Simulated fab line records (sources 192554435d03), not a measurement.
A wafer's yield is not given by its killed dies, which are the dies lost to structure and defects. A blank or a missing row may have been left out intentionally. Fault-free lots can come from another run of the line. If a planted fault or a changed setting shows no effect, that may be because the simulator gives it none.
Matching of chambers	flow n5Finfet	rieDiel-06 running N5_MOL_CONTACT_COAG_ETCHBACK_135: 4 sister chambers
The step etches SiO2 in CHF3, target depth 25 nm, time 16.7 s. 4 wafers are shown with their chamber, then 11 later ones without.

WAFERS PAIRED WITH THEIR CHAMBERS
wafer	chamber	rfVppV (V)
L089.1	0	534
L089.3	2	530
L089.5	1	539
L090.2	3	510

WAFERS WHOSE CHAMBER IS MISSING
wafer	rfVppV (V)
L090.3	532
L090.4	534
L091.1	509
L091.5	509
L091.6	533
L093.1	532
L093.3	538
L093.5	534
L094.1	507
L094.2	535
L094.5	510

THE CHAMBER EACH PASSED THROUGH
wafer	from the rows above	in truth
L090.3	can't be placed: 0 or 2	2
L090.4	0	0
L091.1	3	3
L091.5	3	3
L091.6	can't be placed: 0 or 2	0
L093.1	can't be placed: 0 or 2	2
L093.3	1	1
L093.5	0	0
L094.1	3	3
L094.2	0	0
L094.5	3	3
Correct placement for 8 of the 11. Cannot be placed on the basis of these rows: 3; the candidates contain the true chamber in 3. Number placed wrongly: 0.
How it was worked out, from the rows above alone: a wafer's distance from a chamber is the root of the sum, over the readings, of the square of ((its reading less the chamber's mean) divided by the reading's scatter). If the next closest chamber is less than 2 further off than the closest, the wafer can't be placed; otherwise it belongs to the closest. Each chamber's mean is taken over the wafers shown for it. The scatter (one wafer shown for each chamber): square how far every hidden wafer sits from the nearest shown wafer, average those squares and take the square root.
